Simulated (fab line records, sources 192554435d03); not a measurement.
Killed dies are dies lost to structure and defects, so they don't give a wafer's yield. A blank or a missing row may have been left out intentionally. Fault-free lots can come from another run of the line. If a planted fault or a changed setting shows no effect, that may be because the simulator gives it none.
fab line records	flow n5-finfet
[record] lots = 7	wafers = 21
route steps=1938 shown ZERO_LAYER@9 PMOS_HMC_CHANNEL_EPI@62 FIN_SAQP@133 FIN_CUT@155 DUMMY_GATE@237
start-h: hours from the record's first day to the start of the lot's first wafer shown	wait-h: how many hours have passed since the lot's step before this one	" identical to the entry in the row above	L1.1+2: several wafers, shown together as one row	- no value, or no start given	* or withheld: withheld	< > ~ a bound
route shown NAME@n: names a module that has steps shown in the file, with the first one's number in the route	usual: the fault-free wafers' mean and standard deviation	same: alike in all rows	chamber/n: place in a boat	sites: the reading at each site	_std_site: their standard deviation	_edge_site: inner sites' mean taken away from outer sites' mean	radius-mm: for every site, how far away it sits from the centre of the wafer	mask NAME#n: copy n	behind: the last tool/chamber to shape the wafer	hold: why the lot went on hold/how many hours it stayed there/how the hold came to an end	device: which transistor (n, p or np) failed to switch	end of line: tests of these same wafers at the route's end	a step given without rows: its recipe and nothing more	killed: dies lost to structure and defects at the first sort, not the wafer's yield	map: the dies of a wafer, with x for killed, . for not killed, _ for no die there
set.NAME: the setting as run; set.NAME@STEP: as run at that earlier step	model.NAME: the simulator's own value behind a step, which no gauge read
lots whose settings were changed on purpose; a table a step, a row a wafer
[[steps]]
[step N5_ZERO_LAYER_EXPOSE_08]
[recipe] mask-id = ZERO	na = 0.55	source-shape = conventional	sigma-outer = 0.8	polarization = unpolarized	defocus-nm = 0	target-cd-nm = 2000	dose-mj = 16.2
lot.wafer	tool	chamber	start-h	wait-h	mask	set.dose-mj
L076.1	krf-scanner-01	0	24.61	-	ZERO#0	16.2
L076.2+6	"	0	"	"	ZERO#0	15.67
L081.2+5+6	krf-scanner-01	0	54.60	-	ZERO#0	16.2
L086.3+4+5	krf-scanner-01	0	84.60	-	ZERO#0	15.37
L089.2+3+4	krf-scanner-01	0	102.48	-	ZERO#0	16.2
L091.3	krf-scanner-02	0	114.53	-	ZERO#0	16.2
L091.4+5	"	0	"	"	ZERO#0	15.6
L095.2+4+6	krf-scanner-02	0	138.49	-	ZERO#0	16.82
L097.1+3	krf-scanner-02	0	150.46	-	ZERO#0	16.2
L097.6	"	0	"	"	ZERO#0	15.19
[step N5_ZERO_LAYER_DEVELOP_10]
[recipe] develop-time-s = 60	rinse-liquid = diw	dry = air-spin	dev-temp-c = 21
lot.wafer	tool	chamber	start-h	wait-h	set.develop-time-s
L076.1+2	litho-track-03	0	-	-	60
L076.6	"	0	"	"	49.32
L081.2	litho-track-05	0	-	-	66.38
L081.5+6	"	0	"	"	60
L086.3+4+5	litho-track-03	0	-	-	60
L089.2+3+4	litho-track-04	0	-	-	60
L091.3+5	litho-track-03	0	-	-	60
L091.4	"	0	"	"	64.2
L095.2+4+6	litho-track-04	0	-	-	60
L097.1	litho-track-04	0	-	-	60
L097.3+6	"	0	"	"	70.27
[step N5_ZERO_LAYER_HARDBAKE_23]
[recipe] temp-c = 130	time-s = 120
[step N5_ZERO_LAYER_CD_MEAS_11]
[recipe] target-cd-nm = 2000	landing-energy-ev = 500	detector = se-inlens
[usual] cd-nm = 1999.9/1.9
lot.wafer	tool	chamber	start-h	wait-h	set.dose-mj@ZERO_LAYER_EXPOSE_08	cd-nm
L076.1	cd-sem-02	0	24.79	-	16.2	1997.3
L076.2	"	0	"	"	15.67	1992.4
L076.6	"	0	"	"	15.67	1988.0
L081.2	cd-sem-02	0	54.77	-	16.2	2003.3
L081.5	"	0	"	"	16.2	2002.6
L081.6	"	0	"	"	16.2	2003.8
L086.3	cd-sem-03	0	84.77	-	15.37	1986.6
L086.4	"	0	"	"	15.37	1987.8
L086.5	"	0	"	"	15.37	1991.4
L089.2	cd-sem-01	0	102.65	-	16.2	2003.7
L089.3	"	0	"	"	16.2	2001.7
L089.4	"	0	"	"	16.2	2002.2
L091.3	cd-sem-01	0	114.69	-	16.2	1998.4
L091.4	"	0	"	"	15.6	1995.5
L091.5	"	0	"	"	15.6	1992.1
L095.2	cd-sem-03	0	138.67	-	16.82	2009.4
L095.4	"	0	"	"	16.82	2007.6
L095.6	"	0	"	"	16.82	2009.5
L097.1	cd-sem-02	0	150.64	-	16.2	1998.0
L097.3	"	0	"	"	16.2	2000.3
L097.6	"	0	"	"	15.19	1989.6
[step N5_ZERO_LAYER_DESCUM_16]
[recipe] chemistry = O2	time-s = 7.9	source-power-w = 50	bias-power-w = 20	pressure-mtorr = 20	rf-frequency-hz = 2.712e+07	temp-c = 40	o2-flow-sccm = 225
lot.wafer	tool	chamber	start-h	wait-h	set.dose-mj@ZERO_LAYER_EXPOSE_08	model.ZERO_LAYER.cd-nm
L076.1	rie-diel-01	3	24.85	0.1	16.2	1997
L076.2	"	2	"	"	15.67	1993
L076.6	"	0	"	"	15.67	1988
L081.2	rie-diel-04	1	54.81	0.0	16.2	2003
L081.5	"	0	"	"	16.2	2002
L081.6	"	3	"	"	16.2	2004
L086.3	rie-diel-04	0	84.80	0.0	15.37	1987
L086.4	"	1	"	"	15.37	1988
L086.5	"	1	"	"	15.37	1991
L089.2	rie-diel-01	2	102.76	0.1	16.2	2004
L089.3+4	"	0,3	"	"	16.2	2002
L091.3	rie-diel-06	2	114.73	0.0	16.2	1999
L091.4	"	3	"	"	15.6	1995
L091.5	"	2	"	"	15.6	1992
L095.2+6	rie-diel-06	1,3	138.70	0.0	16.82	2009
L095.4	"	0	"	"	16.82	2008
L097.1	rie-diel-06	2	152.41	1.8	16.2	1998
L097.3	"	3	"	"	16.2	2000
L097.6	"	2	"	"	15.19	1989
[step N5_PMOS_HMC_CHANNEL_EPI_EXPOSE_06]
[recipe] mask-id = PMOS_HMC_BLK	na = 1.35	source-shape = conventional	sigma-outer = 0.8	polarization = unpolarized	target-cd-nm = 240	dose-mj = 41
lot.wafer	tool	chamber	start-h	wait-h	mask	set.dose-mj
L076.1+6	arfi-scanner-03	0	29.65	-	PMOS_HMC_BLK#0	41
L076.2	"	0	"	"	PMOS_HMC_BLK#0	39.24
L081.2+5	arfi-scanner-02	0	58.97	-	PMOS_HMC_BLK#0	43.65
L081.6	"	0	"	"	PMOS_HMC_BLK#0	41
L086.3+4+5	arfi-scanner-01	0	89.06	-	PMOS_HMC_BLK#0	41
L089.2+3+4	arfi-scanner-03	0	107.97	-	PMOS_HMC_BLK#0	41
L091.3+5	arfi-scanner-01	0	119.36	-	PMOS_HMC_BLK#0	41
L091.4	"	0	"	"	PMOS_HMC_BLK#0	43.84
L095.2	arfi-scanner-01	0	143.54	-	PMOS_HMC_BLK#0	39.01
L095.4+6	"	0	"	"	PMOS_HMC_BLK#0	41
L097.1+3+6	arfi-scanner-02	0	157.11	-	PMOS_HMC_BLK#0	41
[step N5_PMOS_HMC_CHANNEL_EPI_PEB_07]
[recipe] peb-temp-c = 110	peb-time-s = 60	resist = CAR-ArF-block
lot.wafer	tool	chamber	start-h	wait-h	set.peb-time-s
L076.1	litho-track-01	0	29.71	0.1	51.65
L076.2+6	"	0	"	"	60
L081.2+5	litho-track-05	0	59.02	0.0	60
L081.6	"	0	"	"	72.61
L086.3+5	litho-track-05	0	89.11	0.0	72.46
L086.4	"	0	"	"	60
L089.2+3+4	litho-track-03	0	108.02	0.0	60
L091.3	litho-track-03	0	119.41	0.0	60
L091.4+5	"	0	"	"	70.35
L095.2+4+6	litho-track-01	0	143.59	0.0	60
L097.1+3+6	litho-track-03	0	157.17	0.1	60
[step N5_PMOS_HMC_CHANNEL_EPI_DEVELOP_08]
[recipe] develop-time-s = 30	developer = TMAH	resist = CAR-ArF-block	dev-temp-c = 23	rinse-liquid = diw	dry = air-spin
[step N5_PMOS_HMC_CHANNEL_EPI_DESCUM_14]
[recipe] chemistry = O2	time-s = 7.9	source-power-w = 50	bias-power-w = 20	pressure-mtorr = 20	rf-frequency-hz = 2.712e+07	temp-c = 40	resist = CAR-ArF-block	o2-flow-sccm = 225
[step N5_PMOS_HMC_CHANNEL_EPI_ETCH_32]
[recipe] chemistry = N2/H2	target = BARC	stop-on = SiO2	target-depth-a = 858	over-etch-frac = 0.3	time-s = 50.3	ion-energy-ev = 200	mask-material = CAR-ArF-block	pressure-mtorr = 30	source-w = 840	bias-w = 150	n2-flow-sccm = 200	h2-flow-sccm = 200
lot.wafer	tool	chamber	start-h	wait-h	set.dose-mj@PMOS_HMC_CHANNEL_EPI_EXPOSE_06	set.peb-time-s@PMOS_HMC_CHANNEL_EPI_PEB_07	model.PMOS_HMC_CHANNEL_EPI.cd-nm
L076.1	rie-diel-01	1	29.97	0.0	41	51.65	233.1
L076.2	"	0	"	"	39.24	60	234.1
L076.6	"	1	"	"	41	60	239.3
L081.2	rie-diel-04	3	59.46	0.0	43.65	60	243.8
L081.5	"	3	"	"	43.65	60	244.6
L081.6	"	2	"	"	41	72.61	246.1
L086.3	rie-diel-06	1	89.55	0.0	41	72.46	247.6
L086.4	"	0	"	"	41	60	241.2
L086.5	"	2	"	"	41	72.46	248.5
L089.2	rie-diel-04	3	108.21	0.0	41	60	240.1
L089.3	"	2	"	"	41	60	240.8
L089.4	"	1	"	"	41	60	240.3
L091.3	rie-diel-04	3	119.60	0.0	41	60	240
L091.4	"	1	"	"	43.84	70.35	251.5
L091.5	"	3	"	"	41	70.35	246
L095.2	rie-diel-04	2	143.79	0.0	39.01	60	235
L095.4	"	0	"	"	41	60	240.6
L095.6	"	2	"	"	41	60	238.9
L097.1	rie-diel-04	1	157.51	0.0	41	60	241
L097.3	"	0	"	"	41	60	240.2
L097.6	"	1	"	"	41	60	240.6
[step N5_PMOS_HMC_CHANNEL_EPI_HM_OPEN_15]
[recipe] chemistry = CHF3/O2	target = SiO2	mask-material = CAR-ArF-block	target-depth-a = 406	CHF3_flow_sccm = 50	O2_flow_sccm = 5	Ar_flow_sccm = 200	time-s = 20.3	pressure-mtorr = 30	source-w = 650	bias-w = 170	ion-energy-ev = 200
lot.wafer	tool	chamber	start-h	wait-h	set.dose-mj@PMOS_HMC_CHANNEL_EPI_EXPOSE_06	set.peb-time-s@PMOS_HMC_CHANNEL_EPI_PEB_07	model.PMOS_HMC_CHANNEL_EPI.cd-nm
L076.1	rie-diel-01	1	30.01	0.0	41	51.65	233
L076.2	"	0	"	"	39.24	60	234.1
L076.6	"	1	"	"	41	60	239.1
L081.2	rie-diel-04	3	59.50	0.0	43.65	60	243.8
L081.5	"	3	"	"	43.65	60	244.6
L081.6	"	2	"	"	41	72.61	246.1
L086.3	rie-diel-06	1	89.59	0.0	41	72.46	247.7
L086.4	"	0	"	"	41	60	241.2
L086.5	"	2	"	"	41	72.46	248.4
L089.2	rie-diel-04	3	108.25	0.0	41	60	240.1
L089.3	"	2	"	"	41	60	240.8
L089.4	"	1	"	"	41	60	240.3
L091.3	rie-diel-04	3	119.64	0.0	41	60	240
L091.4	"	1	"	"	43.84	70.35	251.5
L091.5	"	3	"	"	41	70.35	246
L095.2	rie-diel-04	2	143.83	0.0	39.01	60	235.1
L095.4	"	0	"	"	41	60	240.6
L095.6	"	2	"	"	41	60	238.9
L097.1	rie-diel-04	1	157.55	0.0	41	60	241
L097.3	"	0	"	"	41	60	240.2
L097.6	"	1	"	"	41	60	240.6
[step N5_PMOS_HMC_CHANNEL_EPI_STRIP_33]
[recipe] chemistry = N2/H2	power-w = 500	temp-c = 40	pressure-mtorr = 50	rf-frequency-hz = 6e+07	overash-fraction = 0.3	bias-power-w = 8	h2-frac = 0.5	n2-flow-sccm = 300	h2-flow-sccm = 300
[step N5_PMOS_HMC_CHANNEL_EPI_STRIP_17]
[recipe] chemistry = SPM	time-s = 750	temp-c = 130	h2so4-h2o2-vol-ratio = 4	dry = ipa-marangoni
[step N5_PMOS_HMC_CHANNEL_EPI_ETCH_38]
[recipe] chemistry = CF4	target = SiO2	target-depth-a = 15	ion-energy-ev = 350	pressure-mtorr = 10	icp-w = 800	bias-w = 400	cf4-flow-sccm = 80
lot.wafer	tool	chamber	start-h	wait-h	set.dose-mj@PMOS_HMC_CHANNEL_EPI_EXPOSE_06	set.peb-time-s@PMOS_HMC_CHANNEL_EPI_PEB_07	model.PMOS_HMC_CHANNEL_EPI.cd-nm
L076.1	rie-si-02	3	30.37	0.0	41	51.65	233
L076.2	"	1	"	"	39.24	60	234.1
L076.6	"	2	"	"	41	60	239.2
L081.2	rie-si-02	0	59.86	0.0	43.65	60	243.8
L081.5	"	1	"	"	43.65	60	244.6
L081.6	"	2	"	"	41	72.61	246.1
L086.3	rie-si-02	2	89.95	0.0	41	72.46	247.7
L086.4	"	0	"	"	41	60	241.3
L086.5	"	0	"	"	41	72.46	248.4
L089.2+4	rie-si-05	3,2	108.61	0.0	41	60	240.2
L089.3	"	0	"	"	41	60	240.8
L091.3	rie-si-05	2	120.00	0.0	41	60	240.1
L091.4	"	3	"	"	43.84	70.35	251.6
L091.5	"	0	"	"	41	70.35	245.9
L095.2	rie-si-02	3	144.19	0.0	39.01	60	235
L095.4	"	0	"	"	41	60	240.7
L095.6	"	3	"	"	41	60	238.9
L097.1	rie-si-02	2	157.91	0.0	41	60	240.9
L097.3	"	0	"	"	41	60	240.3
L097.6	"	2	"	"	41	60	240.6
[step N5_PMOS_HMC_CHANNEL_EPI_FIN_RECESS_16]
[recipe] chemistry = HBr/Cl2	target = Si	mask-material = SiO2	target-depth-a = 540	time-s = 18	pressure-mtorr = 10	icp-w = 800	bias-w = 75	HBr_flow_sccm = 150	Cl2_flow_sccm = 80
lot.wafer	tool	chamber	start-h	wait-h	set.dose-mj@PMOS_HMC_CHANNEL_EPI_EXPOSE_06	set.peb-time-s@PMOS_HMC_CHANNEL_EPI_PEB_07	model.PMOS_HMC_CHANNEL_EPI.cd-nm
L076.1	rie-si-02	3	30.39	0.0	41	51.65	232.9
L076.2	"	1	"	"	39.24	60	234.2
L076.6	"	2	"	"	41	60	239.2
L081.2	rie-si-02	0	59.88	0.0	43.65	60	243.8
L081.5	"	1	"	"	43.65	60	244.7
L081.6	"	2	"	"	41	72.61	246.1
L086.3	rie-si-02	2	89.97	0.0	41	72.46	247.7
L086.4	"	0	"	"	41	60	241.3
L086.5	"	0	"	"	41	72.46	248.4
L089.2+4	rie-si-05	3,2	108.63	0.0	41	60	240.2
L089.3	"	0	"	"	41	60	240.7
L091.3	rie-si-05	2	120.02	0.0	41	60	240
L091.4	"	3	"	"	43.84	70.35	251.5
L091.5	"	0	"	"	41	70.35	245.8
L095.2	rie-si-02	3	144.21	0.0	39.01	60	235.1
L095.4	"	0	"	"	41	60	240.7
L095.6	"	3	"	"	41	60	238.8
L097.1	rie-si-02	2	157.93	0.0	41	60	240.9
L097.3	"	0	"	"	41	60	240.3
L097.6	"	2	"	"	41	60	240.6
[step N5_FIN_SAQP_COAT_68]
[recipe] resist = SOC	temp-c = 250	time-s = 60	spin-rpm = 1500	resist-thk-nm = 100
lot.wafer	tool	chamber	start-h	wait-h	set.spin-rpm	model.SOC_of_FIN_SAQP_COAT_68.thk-nm
L076.1	litho-track-02	0	37.01	0.3	1418	103
L076.2	"	0	"	"	1418	103.2
L076.6	"	0	"	"	1500	100.2
L081.2	litho-track-02	0	67.33	0.3	1500	100
L081.5+6	"	0	"	"	1500	99.8
L086.3+4	litho-track-03	0	97.72	0.2	1500	100.4
L086.5	"	0	"	"	1500	100.2
L089.2	litho-track-03	0	116.88	0.3	1500	100.4
L089.3	"	0	"	"	1500	100
L089.4	"	0	"	"	1500	100.2
L091.3	litho-track-03	0	128.21	0.2	1500	100.2
L091.4	"	0	"	"	1500	99.8
L091.5	"	0	"	"	1339	105.8
L095.2	litho-track-03	0	152.43	0.3	1658	94.8
L095.4	"	0	"	"	1658	95.2
L095.6	"	0	"	"	1500	100
L097.1+3+6	litho-track-03	0	165.67	0.3	1500	100.6
[step N5_FIN_CUT_COAT_19]
[recipe] resist = SiARC	temp-c = 220	time-s = 60	spin-rpm = 1500	resist-thk-nm = 20
lot.wafer	tool	chamber	start-h	wait-h	set.spin-rpm	model.SiARC_of_FIN_CUT_COAT_19.thk-nm
L076.1	litho-track-05	0	-	-	1389	20.8
L076.2+6	"	0	"	"	1500	20
L081.2+5+6	litho-track-01	0	-	-	1500	20
L086.3	litho-track-05	0	-	-	1500	20
L086.4+5	"	0	"	"	1623	19.2
L089.2+3+4	litho-track-05	0	-	-	1500	20
L091.3+4+5	litho-track-02	0	-	-	1500	20
L095.2+6	litho-track-02	0	-	-	1556	19.8
L095.4	"	0	"	"	1500	20
L097.1+6	litho-track-01	0	-	-	1500	20
L097.3	"	0	"	"	1653	19.2
[step N5_FIN_CUT_COAT_29]
[recipe] resist = underlayer	temp-c = 205	time-s = 60	spin-rpm = 1500	resist-thk-nm = 10
[step N5_FIN_CUT_COAT_02]
[recipe] resist = CAR-EUV	spin-rpm = 1500	resist-thk-nm = 30
[step N5_FIN_CUT_DESCUM_13]
[recipe] chemistry = O2	time-s = 7	source-power-w = 50	bias-power-w = 20	pressure-mtorr = 20	rf-frequency-hz = 2.712e+07	temp-c = 40	resist = CAR-EUV	o2-flow-sccm = 225
[step N5_FIN_CUT_ETCH_30]
[recipe] chemistry = N2/H2	target = underlayer	target-depth-a = 130	mask-material = CAR-EUV	time-s = 10.4	ion-energy-ev = 200	pressure-mtorr = 30	source-w = 840	bias-w = 150	n2-flow-sccm = 200	h2-flow-sccm = 200	ends = cleared
[step N5_FIN_CUT_ETCH_20]
[recipe] chemistry = CF4	target = SiARC	target-depth-a = 260	mask-material = CAR-EUV	time-s = 43.3	ion-energy-ev = 80	pressure-mtorr = 40	source-w = 545	bias-w = 36	Ar_flow_sccm = 100	cf4-flow-sccm = 100	ends = cleared
lot.wafer	tool	chamber	start-h	wait-h	set.spin-rpm@FIN_CUT_COAT_19	model.etch.depth-nm
L076.1	rie-diel-06	1	39.14	0.0	1389	20.8
L076.2	"	3	"	"	1500	20.07
L076.6	"	1	"	"	1500	20.04
L081.2	rie-diel-04	2	69.58	0.0	1500	20.04
L081.5	"	0	"	"	1500	20.09
L081.6	"	3	"	"	1500	20.02
L086.3	rie-diel-06	2	102.16	0.0	1500	20.01
L086.4	"	1	"	"	1623	19.28
L086.5	"	3	"	"	1623	19.23
L089.2+4	rie-diel-06	2,1	119.67	0.0	1500	20.08
L089.3	"	3	"	"	1500	20.03
L091.3	rie-diel-01	1	130.78	0.0	1500	20.07
L091.4	"	2	"	"	1500	19.98
L091.5	"	1	"	"	1500	20
L095.2	rie-diel-04	3	155.36	0.0	1556	19.72
L095.4	"	1	"	"	1500	20.09
L095.6	"	3	"	"	1556	19.74
L097.1	rie-diel-06	2	168.99	0.0	1500	20.09
L097.3	"	0	"	"	1653	19.1
L097.6	"	2	"	"	1500	20.05
[step N5_DUMMY_GATE_ETCH_37]
[recipe] chemistry = N2/H2	target = SOC	target-depth-a = 600	overetch-a = 300	temp-c = 40	ion-energy-ev = 200	pressure-mtorr = 30	source-w = 840	bias-w = 150	n2-flow-sccm = 200	h2-flow-sccm = 200
[usual] rf-vpp-V = 524.1/2.9
lot.wafer	tool	chamber	start-h	wait-h	set.source-w	rf-vpp-V
L076.1	rie-diel-06	1	58.88	0.0	946.2	499.2
L076.2	"	0	"	"	840	525.3
L076.6	"	3	"	"	840	524.0
L081.2	rie-diel-04	1	88.13	0.0	840	526.3
L081.5	"	0	"	"	840	526.2
L081.6	"	3	"	"	840	526.4
L086.3	rie-diel-06	3	123.03	0.0	790.2	535.4
L086.4	"	2	"	"	840	519.2
L086.5	"	3	"	"	840	522.3
L089.2	rie-diel-01	0	138.87	0.0	840	522.1
L089.3	"	1	"	"	840	523.6
L089.4	"	3	"	"	840	522.6
L091.3	rie-diel-06	1	151.05	0.0	840	518.4
L091.4	"	2	"	"	840	528.2
L091.5	"	1	"	"	840	518.9
L095.2	rie-diel-01	3	174.20	0.0	944.5	502.8
L095.4	"	2	"	"	944.5	506.2
L095.6	"	3	"	"	944.5	502.3
L097.1	rie-diel-01	2	191.02	0.0	840	527.8
L097.3	"	0	"	"	840	521.0
L097.6	"	2	"	"	840	526.8
[step N5_DUMMY_GATE_ETCH_32]
[recipe] chemistry = CF4	target = SiO2	target-depth-a = 35	time-s = 3.9	ion-energy-ev = 350	pressure-mtorr = 10	icp-w = 800	bias-w = 400	cf4-flow-sccm = 80
lot.wafer	tool	chamber	start-h	wait-h	set.time-s	model.etch.depth-nm
L076.1	rie-si-05	3	59.45	0.1	3.9	3.445
L076.2	"	1	"	"	3.9	3.556
L076.6	"	3	"	"	3.557	3.152
L081.2	rie-si-05	0	88.66	0.1	3.9	3.607
L081.5	"	3	"	"	3.9	3.438
L081.6	"	0	"	"	3.9	3.611
L086.3	rie-si-02	2	123.66	0.1	4.304	3.846
L086.4	"	0	"	"	4.304	3.814
L086.5	"	0	"	"	3.9	3.449
L089.2	rie-si-05	3	139.54	0.1	3.9	3.45
L089.3	"	1	"	"	3.9	3.531
L089.4	"	2	"	"	3.9	3.658
L091.3	rie-si-02	1	151.73	0.1	3.9	3.413
L091.4	"	3	"	"	3.9	3.526
L091.5	"	2	"	"	3.9	3.549
L095.2	rie-si-05	3	174.74	0.1	3.594	3.182
L095.4	"	2	"	"	3.9	3.677
L095.6	"	1	"	"	3.594	3.267
L097.1	rie-si-05	3	191.54	0.1	3.9	3.449
L097.3	"	0	"	"	3.9	3.576
L097.6	"	2	"	"	4.682	4.445
[[key]]
[split] step = N5_ZERO_LAYER_EXPOSE_08	setting = dose-mj	stated = 16.2	by = wafer
[response] step = N5_ZERO_LAYER_CD_MEAS_11	reading = cd-nm	change = +1.58	per = 1%	r = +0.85
[response] step = N5_ZERO_LAYER_DESCUM_16	reading = model.ZERO_LAYER.cd-nm	change = +1.63	per = 1%	r = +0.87
[split] step = N5_ZERO_LAYER_DEVELOP_10	setting = develop-time-s	stated = 60	by = wafer
response none clear
[split] step = N5_PMOS_HMC_CHANNEL_EPI_EXPOSE_06	setting = dose-mj	stated = 41	by = wafer
[response] step = N5_PMOS_HMC_CHANNEL_EPI_ETCH_32	reading = model.PMOS_HMC_CHANNEL_EPI.cd-nm	slope = +0.874	per = 1%	together-with = peb-time-s@PMOS_HMC_CHANNEL_EPI_PEB_07	explained = 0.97
[response] step = N5_PMOS_HMC_CHANNEL_EPI_HM_OPEN_15	reading = model.PMOS_HMC_CHANNEL_EPI.cd-nm	slope = +0.872	per = 1%	together-with = peb-time-s@PMOS_HMC_CHANNEL_EPI_PEB_07	explained = 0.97
[response] step = N5_PMOS_HMC_CHANNEL_EPI_ETCH_38	reading = model.PMOS_HMC_CHANNEL_EPI.cd-nm	slope = +0.879	per = 1%	together-with = peb-time-s@PMOS_HMC_CHANNEL_EPI_PEB_07	explained = 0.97
[response] step = N5_PMOS_HMC_CHANNEL_EPI_FIN_RECESS_16	reading = model.PMOS_HMC_CHANNEL_EPI.cd-nm	slope = +0.878	per = 1%	together-with = peb-time-s@PMOS_HMC_CHANNEL_EPI_PEB_07	explained = 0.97
[split] step = N5_PMOS_HMC_CHANNEL_EPI_PEB_07	setting = peb-time-s	stated = 60	by = wafer
[response] step = N5_PMOS_HMC_CHANNEL_EPI_ETCH_32	reading = model.PMOS_HMC_CHANNEL_EPI.cd-nm	slope = +0.349	per = 1%	together-with = dose-mj@PMOS_HMC_CHANNEL_EPI_EXPOSE_06	explained = 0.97
[response] step = N5_PMOS_HMC_CHANNEL_EPI_HM_OPEN_15	reading = model.PMOS_HMC_CHANNEL_EPI.cd-nm	slope = +0.346	per = 1%	together-with = dose-mj@PMOS_HMC_CHANNEL_EPI_EXPOSE_06	explained = 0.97
[response] step = N5_PMOS_HMC_CHANNEL_EPI_ETCH_38	reading = model.PMOS_HMC_CHANNEL_EPI.cd-nm	slope = +0.346	per = 1%	together-with = dose-mj@PMOS_HMC_CHANNEL_EPI_EXPOSE_06	explained = 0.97
[response] step = N5_PMOS_HMC_CHANNEL_EPI_FIN_RECESS_16	reading = model.PMOS_HMC_CHANNEL_EPI.cd-nm	slope = +0.347	per = 1%	together-with = dose-mj@PMOS_HMC_CHANNEL_EPI_EXPOSE_06	explained = 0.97
[split] step = N5_FIN_SAQP_COAT_68	setting = spin-rpm	stated = 1500	by = wafer
[response] step = N5_FIN_SAQP_COAT_68	reading = model.SOC_of_FIN_SAQP_COAT_68.thk-nm	change = -0.511	per = 1%	r = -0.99
[split] step = N5_FIN_CUT_COAT_19	setting = spin-rpm	stated = 1500	by = wafer
[response] step = N5_FIN_CUT_COAT_19	reading = model.SiARC_of_FIN_CUT_COAT_19.thk-nm	change = -0.0891	per = 1%	r = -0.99
[response] step = N5_FIN_CUT_ETCH_20	reading = model.etch.depth-nm	change = -0.095	per = 1%	r = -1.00
[split] step = N5_DUMMY_GATE_ETCH_37	setting = source-w	stated = 840	by = wafer
[response] step = N5_DUMMY_GATE_ETCH_37	reading = rf-vpp-V	change = -2.09	per = 1%	r = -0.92
[split] step = N5_DUMMY_GATE_ETCH_32	setting = time-s	stated = 3.9	by = wafer
[response] step = N5_DUMMY_GATE_ETCH_32	reading = model.etch.depth-nm	change = +0.0451	per = 1%	r = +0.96
